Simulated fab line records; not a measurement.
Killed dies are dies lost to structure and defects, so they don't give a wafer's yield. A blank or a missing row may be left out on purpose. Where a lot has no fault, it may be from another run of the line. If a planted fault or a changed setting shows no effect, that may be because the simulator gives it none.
A lot that was struck, set against a sound lot -- flow n5_finfet -- 15 steps out of a route of 1938
Sound: wafers L627.3, L627.5, L627.6. Wafers struck: L633.2, L633.4, L633.6. Last of all comes the cause.
Per side, at each step with rows, come the tool, then ch with its chambers, and then its first start. Under that, the readings that differ: sound wafers -- struck wafers -- difference of the means -- sigmas: that difference in standard deviations of wafers without a fault.
alike: readings whose means differ by less than 2 such deviations, and words and numbers that are the same on both sides. not compared: withheld readings, readings that some wafer has no value for, bounds like >300 that may hide the same value, and numbers for which the record gives no deviation and whose values overlap.
Wherever a step has rows on one side only, a row that says differs or no value, or a row with sigmas, the two part there. Numbers that have no deviation but don't overlap get no sigmas and don't part them. A reading missing from all wafers of one side parts the sides only when that side holds two or more wafers.

N5_BEOL_M3_CD_MEAS_35: target cd 18 nm, target cd y 21 nm.
  sound: cd_sem-03 at day 10 02:52; struck: cd_sem-03 at day 11 15:22
  alike: cd_nm
then, 1 step without rows for these wafers: N5_BEOL_M3_DEGAS_44 (time 60 s).
N5_BEOL_M3_PRE_CLEAN_45: time 30 s.
  sound: pvd_sputter-03 at day 10 03:23; struck: pvd_sputter-02 at day 11 16:04
  alike: heater_power_w
then, 5 steps without rows for these wafers: N5_BEOL_M3_ALD_84 (deposits TaN, pulse time 2 s, purge time 3 s, co reactant purge time 2 s); N5_BEOL_M3_SURFACE_TREAT_85; N5_BEOL_M3_CVD_47 (deposits Co from CCTBA/H2, target thk 3 nm, time 223.8 s); N5_BEOL_M3_SPUTTER_48 (material Cu, target thk 4.5 nm, time 8.29 s); N5_BEOL_M3_ANNEAL_49 (time 240 s).
N5_BEOL_M3_SPUTTER_79: material Cu, target thk 4.5 nm, time 8.29 s.
  sound: pvd_sputter-01 at day 10 04:29; struck: pvd_sputter-01 at day 11 17:05
  alike: chamber_pressure_pa, chuck_gas_flow_sccm, throttle_valve_pct
N5_BEOL_M3_ANNEAL_80: time 240 s.
  sound: pvd_sputter-01 at day 10 04:34; struck: pvd_sputter-01 at day 11 17:10
  alike: heater_power_w
then, 1 step without rows for these wafers: N5_BEOL_M3_SPUTTER_81 (material Cu, target thk 4.5 nm, time 8.29 s).
N5_BEOL_M3_ANNEAL_82: time 240 s.
  sound: pvd_sputter-01 at day 10 04:47; struck: pvd_sputter-01 at day 11 17:23
  alike: heater_power_w
N5_BEOL_M3_SPUTTER_86: material Cu, target thk 4.5 nm, time 8.29 s.
  sound: pvd_sputter-01 at day 10 04:56; struck: pvd_sputter-01 at day 11 17:31
  no value came back on the struck wafers for chamber_pressure_pa (Pa), chuck_gas_flow_sccm (sccm), throttle_valve_pct (%); on the sound wafers chamber_pressure_pa (Pa) reads 0.07013 0.07018 0.07001
N5_BEOL_M3_ANNEAL_87: time 240 s.
  sound: pvd_sputter-01 at day 10 05:01; struck: pvd_sputter-01 at day 11 17:36
  alike: heater_power_w
-- record jumps: 6 days separate the struck wafers' starts on either side; left off in module BEOL_M3, taken up again in module PASSIVATION, whose first shown step is the route's number 1936 --
N5_PASSIVATION_PROBE_49:
  sound: prober-02 at day 15 04:28; struck: prober-01 at day 17 08:01
reading,sound,struck,difference,sigmas
sort_bin_6_memory (%),3.1 3.7 4.1,2.3,-1.3,-2
  alike: defect_limited_yield, killed_at_M0_to_M3, killed_at_M4_up, killed_at_contacts, killed_at_front_end, killed_at_other, killed_dies, killed_open, killed_short, sort_bin_5_function, sort_n_pass, sort_yield_pct

## WHERE THEY PART
First at N5_BEOL_M3_SPUTTER_86; last, within this record, at N5_PASSIVATION_PROBE_49.

WHY: whatever the simulator had introduced
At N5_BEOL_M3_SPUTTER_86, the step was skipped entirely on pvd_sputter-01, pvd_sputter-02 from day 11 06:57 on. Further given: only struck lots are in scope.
